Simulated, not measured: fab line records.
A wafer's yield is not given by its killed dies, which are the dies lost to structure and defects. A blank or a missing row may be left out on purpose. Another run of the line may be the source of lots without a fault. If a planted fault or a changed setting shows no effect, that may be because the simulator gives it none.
Struck lot and sound lot, side by side	flow n5 finfet	38 out of 1938 route steps
Sound: wafers L879.1, L879.4, L879.5. Struck: wafers L889.4, L889.5, L889.6. At the end, the cause is stated.
Order at every step that has rows: each side's tool, ch and its chambers, its first start. Under that, the readings that differ: sound wafers	struck wafers	difference of the means	sigmas: that difference in standard deviations of wafers without a fault.
alike: readings with means less than 2 such deviations apart, plus words and numbers identical on both sides. not compared: withheld readings, readings lacking a value on some wafer, bounds such as >300 that could conceal the same value, and numbers that have no deviation in the record and whose values overlap.
The two part at a step that has a row with sigmas, a row that says differs or no value, or rows on one side only. When numbers do not overlap yet have no deviation, they are printed without sigmas and do not part them. A reading that every wafer of one side lacks parts them only if that side has two wafers or more.

first, 12 steps without rows for these wafers: N5_BEOL_M4_SURFACE_TREAT_85; N5_BEOL_M4_CVD_47 (deposits Co from CCTBA/H2, target thk 3 nm, time 223.8 s); N5_BEOL_M4_SPUTTER_48 (material Cu, target thk 4.5 nm, time 8.29 s); N5_BEOL_M4_ANNEAL_49 (time 240 s); N5_BEOL_M4_SPUTTER_79 (material Cu, target thk 4.5 nm, time 8.29 s); N5_BEOL_M4_ANNEAL_80 (time 240 s); N5_BEOL_M4_SPUTTER_81 (material Cu, target thk 4.5 nm, time 8.29 s); N5_BEOL_M4_ANNEAL_82 (time 240 s); N5_BEOL_M4_SPUTTER_86 (material Cu, target thk 4.5 nm, time 8.29 s); N5_BEOL_M4_ANNEAL_87 (time 240 s); N5_BEOL_M4_SPUTTER_88 (material Cu, target thk 4.5 nm, time 8.29 s); N5_BEOL_M4_ANNEAL_89 (time 240 s).
N5_BEOL_M4_SPUTTER_90: material Cu, target thk 4.5 nm, time 8.29 s.
  sound on pvd sputter-01 at day 9 15:34; struck on pvd sputter-01 at day 11 18:11
  alike: susceptor temp C, throttle valve pct
then, 24 steps without rows for these wafers: N5_BEOL_M4_ANNEAL_91 (time 240 s); N5_BEOL_M4_SPUTTER_92 (material Cu, target thk 4.5 nm, time 8.29 s); N5_BEOL_M4_ANNEAL_93 (time 240 s); N5_BEOL_M4_SPUTTER_94 (material Cu, target thk 4.5 nm, time 8.29 s); N5_BEOL_M4_ANNEAL_95 (time 240 s); N5_BEOL_M4_SPUTTER_96 (material Cu, target thk 4.5 nm, time 8.29 s); N5_BEOL_M4_ECD_50 (material Cu, target thk 300 nm); N5_BEOL_M4_ANNEAL_51 (time 90 s); N5_BEOL_M4_CMP_52 (polishes, stops on SiOC, t overpolish 6.8 s, target thk 40 nm); N5_BEOL_M4_PRE_CLEAN_60 (time 15 s); N5_BEOL_M4_CO_CAP_55 (material Co, precursor CCTBA/H2, target thk 2 nm, time 102.1 s); N5_BEOL_M4_PRE_CLEAN_56 (time 15 s); N5_BEOL_M4_DEP_57 (deposits SiCN from 3MS/NH3, target thk 8 nm, time 14 s); N5_BEOL_M5_ILD_DEP_00 (deposits SiCOH lowk from DEMS/porogen, target thk 140.64 nm, time 25.9 s); N5_BEOL_M5_CURE_79 (cures SiCOH lowk, time 240 s); N5_BEOL_M5_PECVD_70 (deposits SiO2 from TEOS/O2, target thk 16 nm, time 18 s); N5_BEOL_M5_HM_DEP_02 (deposits TiN, target thk 20 nm); N5_BEOL_M5_COAT_59 (time 60 s, resist thk 60 nm); N5_BEOL_M5_COAT_60 (time 60 s, resist thk 12 nm); N5_BEOL_M5_COAT_71 (time 60 s, resist thk 5 nm); N5_BEOL_M5_COAT_05 (resist thk 30 nm); N5_BEOL_M5_EBR_07; N5_BEOL_M5_SOFTBAKE_06 (time 60 s); N5_BEOL_M5_EXPOSE_08 (exposes mask M5, target cd 28 nm).
-- the record jumps here: 5 days lie between the struck wafers' starts before and after (it left off in module BEOL_M5 and takes up again in module PASSIVATION, whose first step shown is number 1936 of the route) --
N5_PASSIVATION_PROBE_49:
  sound on prober-01 at day 14 08:19; struck on prober-02 at day 16 07:16
reading	sound	struck	difference	sigmas
defect limited yield (%)	89.8 90.3 88.7	81.8 82.7 81.2	-7.7	-5
killed_at_M0_to_M3	46 52 64	29 22 29	-27	-2
killed_at_M4_up	18 10 15	134 140 141	+124	+24
killed dies	120 114 133	215 204 222	+91	+5
sort_bin_5_function (%)	5.8 5.0 6.9	11.1 11.4 12.0	+5.6	+6
sort n pass	1060 1066 1047	965 976 958	-91	-5
sort yield pct (%)	89.8 90.3 88.7	81.8 82.7 81.2	-7.7	-5
  alike: killed at contacts, killed at front end, killed at other, killed on rim, killed open, killed short, sort_bin_6_memory

WHERE THEY PART
At N5_PASSIVATION_PROBE_49 and nowhere else, as far as this record goes.

WHY: the cause the simulator had injected
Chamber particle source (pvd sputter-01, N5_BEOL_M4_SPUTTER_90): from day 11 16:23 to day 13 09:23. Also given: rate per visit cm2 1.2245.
